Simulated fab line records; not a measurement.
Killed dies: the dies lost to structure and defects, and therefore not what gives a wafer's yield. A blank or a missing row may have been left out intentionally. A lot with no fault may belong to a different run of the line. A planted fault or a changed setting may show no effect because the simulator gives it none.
Chamber matching | flow n5-finfet | N5_BEOL_M13_DESCUM_33 on rie-diel-06 has 4 sister chambers
The step chemistry O2, time 7.9 s. 8 wafers are shown with their chamber, then 8 later ones without.

## WAFERS WITH THEIR CHAMBER
wafer  | chamber | showerhead-plenum-p-Torr (Torr) | throttle-valve-pct (%)
L080.2 | 3       | 1.98                            | 20.32
L081.1 | 1       | 2.01                            | 20.59
L081.4 | 2       | 2.26                            | 20.49
L081.6 | 0       | 2.03                            | 20.28
L082.2 | 2       | 2.25                            | 20.48
L082.4 | 0       | 2.03                            | 20.29
L082.5 | 1       | 2.01                            | 20.60
L086.1 | 3       | 1.98                            | 20.34

## WAFERS WHOSE CHAMBER IS MISSING
wafer  | showerhead-plenum-p-Torr (Torr) | throttle-valve-pct (%)
L086.3 | 2.01                            | 20.60
L086.5 | 2.03                            | 20.29
L085.3 | 1.98                            | 20.33
L085.4 | 2.01                            | 20.60
L085.5 | 2.01                            | 20.61
L097.2 | 2.24                            | 20.54
L097.3 | 2.00                            | 20.64
L097.5 | 2.00                            | 20.66

## THE CHAMBER EACH PASSED THROUGH
wafer  | from the rows above | in truth
L086.3 | 1                   | 1
L086.5 | 0                   | 0
L085.3 | 3                   | 3
L085.4 | 1                   | 1
L085.5 | 1                   | 1
L097.2 | 2                   | 2
L097.3 | 1                   | 1
L097.5 | 1                   | 1
Placed correctly: 8 of 8. Left unplaced by these rows: 0. Wrongly placed: 0.
How it was worked out, from the rows above alone: a wafer's distance from a chamber is the root of the sum, over the readings, of the square of ((its reading less the chamber's mean) divided by the reading's scatter). If the next closest chamber is less than 2 further off than the closest, the wafer can't be placed; otherwise it belongs to the closest. The mean given for a chamber averages the wafers shown for that chamber. The scatter is the square root of a quotient: the sum, over the shown wafers, of each reading's squared deviation from its chamber's mean, divided by wafers minus chambers.
